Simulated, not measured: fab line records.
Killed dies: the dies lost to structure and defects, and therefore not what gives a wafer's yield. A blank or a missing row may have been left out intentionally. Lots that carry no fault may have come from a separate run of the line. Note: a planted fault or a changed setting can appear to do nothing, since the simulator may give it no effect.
Struck lot and sound lot, side by side | flow n5-finfet | 16 out of 1938 route steps
Sound: these wafers, L965.3, L965.4, L965.5. Struck: wafer L977.5; the same lot's L977.4 was not struck, so it is left out; see the end for the cause.
Each step with rows lists, per side, the tool, then ch with its chambers, then its first start. Under that, the readings that differ: sound wafers | struck wafers | difference of the means | sigmas: that difference in standard deviations of wafers without a fault.
alike: a reading whose means differ by less than 2 such deviations, as well as words and numbers matching on both sides. not compared: withheld readings; readings where some wafer has no value; bounds like >300 that might hide an equal value; numbers whose values overlap and for which the record gives no deviation.
A row with sigmas, a row that says differs or no value, or rows on one side alone: a step with any of these is where the two part. When numbers do not overlap yet have no deviation, they are printed without sigmas and do not part them. A reading that every wafer of one side lacks parts them only if that side has two wafers or more.

first, 3 steps without rows for these wafers: N5_HKMG_FIN_STRIP_89 (strips SOC in N2/H2, time 20 s); N5_HKMG_FIN_WET_ETCH_87 (etches TiN in SC1, time 154.2 s, target depth 4.7 nm, rinse time 30 s); N5_HKMG_FIN_STRIP_88 (strips in N2/H2, time 360 s).
N5_HKMG_FIN_NWFM_ALD_20: deposits TiAlC, target thk 2 nm, pulse time 3 s, purge time 2 s.
  sound on ald-metal-03 ch 0,3, day 5 12:28; struck on ald-metal-03 ch 3, day 8 17:47
  alike: heater-power-w, precursor-pulse-height-rel
  not compared: ald-cycles
N5_HKMG_FIN_ALD_71: deposits TiN, target thk 1 nm, pulse time 1 s, purge time 3 s.
  sound on ald-metal-03 ch 0,3, day 5 12:34; struck on ald-metal-03 ch 3, day 8 17:53
  alike: heater-power-w, precursor-pulse-height-rel
  not compared: ald-cycles
then, 1 step without rows for these wafers: N5_HKMG_FIN_COAT_66 (time 60 s, resist thk 300 nm).
N5_HKMG_FIN_ETCH_67: etches SOC in N2/H2, stops on TiN, target depth 388.9 nm.
  sound on rie-diel-03 ch 1,3, day 5 13:04; struck on rie-diel-03 ch 1, day 8 18:16
  alike: bias-w, drypump-motor-current-A, oes-product-au, rf-vpp-V, showerhead-plenum-p-Torr, throttle-valve-pct
  not compared: rf-hours-counter-h
N5_HKMG_FIN_STRIP_90: strips SOC in N2/H2, time 20 s.
  sound on rie-diel-03 ch 1,3, day 5 13:09; struck on rie-diel-03 ch 1, day 8 18:20
  alike: bias-power-w, drypump-motor-current-A, oes-product-au, rf-vpp-V, showerhead-plenum-p-Torr, throttle-valve-pct
  not compared: rf-hours-counter-h
then, 4 steps without rows for these wafers: N5_HKMG_FIN_WET_ETCH_73 (etches the open film in SC1, time 42.3 s, target depth 1.3 nm, rinse time 30 s); N5_HKMG_FIN_ETCHBACK_68 (etches the open film in Cl2/Ar, stops on HfO2, target depth 0.5 nm); N5_HKMG_FIN_STRIP_69 (strips in N2/H2, time 360 s); N5_HKMG_FIN_ALD_21 (deposits TiN, target thk 1.5 nm, pulse time 1 s, purge time 3 s).
N5_HKMG_FIN_ALD_72: deposits W, target thk 2 nm, pulse time 1 s, purge time 2 s.
  sound on cvd-w-02 ch 0,1, day 5 14:13; struck on cvd-w-02 ch 1, day 8 19:24
  reading    | sound | struck | difference | sigmas
  ald-cycles | 7 7 7 | 8      | +1         |
  alike: heater-power-w, precursor-pulse-height-rel
N5_HKMG_FIN_W_FILL_22: material W, target thk 60 nm, time 18.2 s.
  sound on cvd-w-02 ch 0,1, day 5 14:16; struck on cvd-w-02 ch 1, day 8 19:27
  alike: heater-power-w, throttle-valve-pct
-- a jump in the record: the struck wafers' starts before and after are 5 days apart (it breaks off in module HKMG_FIN and resumes in module BEOL_M4, where the first step shown is number 1111 of the route) --
N5_BEOL_M4_RC_MEAS_101:
  sound on prober-01 ch 0, day 9 00:59; struck on prober-01 ch 0, day 14 01:52
  reading       | sound          | struck | difference | sigmas
  DIBL_N (mV/V) | 35.8 33.1 34.9 | 39.2   | +4.6       | +2
  alike: DIBL_P, IOFF_N, IOFF_P, ION_N, ION_P, SS_N, SS_P, VT_N, VT_P
following that, these wafers have no rows for 1 step: N5_PASSIVATION_PROBE_49.

## WHERE THEY PART
At N5_BEOL_M4_RC_MEAS_101 and nowhere else, as far as this record goes.

WHY: what the simulator had put in
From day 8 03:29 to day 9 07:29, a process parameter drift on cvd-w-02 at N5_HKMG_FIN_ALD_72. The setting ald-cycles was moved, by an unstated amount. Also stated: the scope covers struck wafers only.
